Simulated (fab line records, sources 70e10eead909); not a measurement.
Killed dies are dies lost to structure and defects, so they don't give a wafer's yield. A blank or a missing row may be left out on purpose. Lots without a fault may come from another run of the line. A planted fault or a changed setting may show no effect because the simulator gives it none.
Chamber matching | flow nand_harc | NHARC_A_STAIRCASE_CMP_450 on cmp-04: 4 sister chambers
The step polishes SiO2, target thk 200 nm. 7 wafers are shown with their chamber, then 7 later ones without.

WAFERS WITH THEIR CHAMBER
wafer  | chamber | motor_current_A (A) | slurry_filter_dp_kPa (kPa)
L084.2 | 3       | 11.2                | 13.27
L084.5 | 2       | 11.3                | 13.47
L091.1 | 1       | 13.2                | 13.49
L091.2 | 0       | 15.4                | 13.48
L091.5 | 1       | 13.8                | 13.73
L093.1 | 0       | 15.8                | 13.53
L093.3 | 3       | 11.2                | 13.53

WAFERS WITHOUT THEIR CHAMBER
wafer  | motor_current_A (A) | slurry_filter_dp_kPa (kPa)
L093.6 | 11.1                | 13.38
L094.1 | 11.4                | 13.41
L094.4 | 14.1                | 13.29
L094.5 | 15.4                | 13.62
L096.2 | 11.6                | 13.63
L096.4 | 13.6                | 13.54
L096.6 | 11.4                | 13.45

WHICH CHAMBER EACH WENT THROUGH
wafer  | from the rows above     | in truth
L093.6 | can't be placed: 3 or 2 | 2
L094.1 | can't be placed: 2 or 3 | 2
L094.4 | 1                       | 1
L094.5 | 0                       | 0
L096.2 | can't be placed: 2 or 3 | 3
L096.4 | 1                       | 1
L096.6 | can't be placed: 2 or 3 | 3
Placed correctly: 3 of 7. Can't be placed from these rows: 4 (the true chamber is among the candidates in 4). Placed wrongly: 0.
How it was worked out, from the rows above alone: a wafer's distance from a chamber is the root of the sum, over the readings, of the square of ((its reading less the chamber's mean) divided by the reading's scatter). The wafer belongs to the nearest chamber; if the next one is less than 2 further off, it can't be placed. A chamber's mean is the mean of its shown wafers. The scatter: the root of (the sum of the squares of (reading less its chamber's mean) over the shown wafers, divided by (wafers less chambers)).
